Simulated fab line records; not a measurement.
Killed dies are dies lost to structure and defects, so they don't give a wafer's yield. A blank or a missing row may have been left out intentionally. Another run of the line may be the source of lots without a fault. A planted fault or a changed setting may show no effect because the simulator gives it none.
Which tool did it? || flow n5_finfet || route of 1938 steps, sampled at 1 step: 11 lots, 33 wafers

== WHAT THE GAUGES SHOWED, per wafer ==
N5_BEOL_M3_THK_MEAS_01.
{"lot": "L075", "measured": "day 7 07:58", "on": "film_metro-02", "M3_ILD_THK (nm)": "76.5 78.5 78.4"}
{"lot": "L077", "measured": "day 7 12:41", "on": "film_metro-02", "M3_ILD_THK (nm)": "76.6 80.0 80.1"}
{"lot": "L079", "measured": "day 8 07:16", "on": "film_metro-02", "M3_ILD_THK (nm)": "79.1 77.7 80.5"}
{"lot": "L081", "measured": "day 8 12:52", "on": "film_metro-02", "M3_ILD_THK (nm)": "78.3 76.7 78.6"}
{"lot": "L083", "measured": "day 9 06:55", "on": "film_metro-01", "M3_ILD_THK (nm)": "78.0 78.0 80.1"}
{"lot": "L086", "measured": "day 10 00:55", "on": "film_metro-01", "M3_ILD_THK (nm)": "78.7 77.6 78.6"}
{"lot": "L088", "measured": "day 10 10:19", "on": "film_metro-01", "M3_ILD_THK (nm)": "77.2 77.2 78.8"}
{"lot": "L090", "measured": "day 11 02:51", "on": "film_metro-02", "M3_ILD_THK (nm)": "77.8 79.2 78.4"}
{"lot": "L092", "measured": "day 11 11:47", "on": "film_metro-01", "M3_ILD_THK (nm)": "77.7 78.2 80.1"}
{"lot": "L094", "measured": "day 11 17:04", "on": "film_metro-02", "M3_ILD_THK (nm)": "80.8 79.5 80.2"}
{"lot": "L096", "measured": "day 12 09:29", "on": "film_metro-02", "M3_ILD_THK (nm)": "78.9 78.3 79.3"}

== WHICH TOOL RAN EACH LOT (tool, then ch and the chambers of the sampled wafers, then the start) ==
Record: no process step prior to these readings.

== THE ANSWER, worked out from the rows above alone ==
Rule: the usual values come from the lots themselves. Put in order of their means at a reading, lots are off if they are a third of the lots or fewer, leave a main group of 4 or more, and stand apart from it by a gap of 3 or more times the standard deviation of the main group's means; of several such gaps the widest counts. The tables above print the reading to a certain number of digits; a main group whose means all agree to those digits is not used. A lot without any number at a reading at which 4 lots or more have one is off too. The other lots that the step has rows for count as sound.
Nothing can be told from this: no lot is off at any reading shown.

== WHAT WAS PUT IN BY THE SIMULATOR ==
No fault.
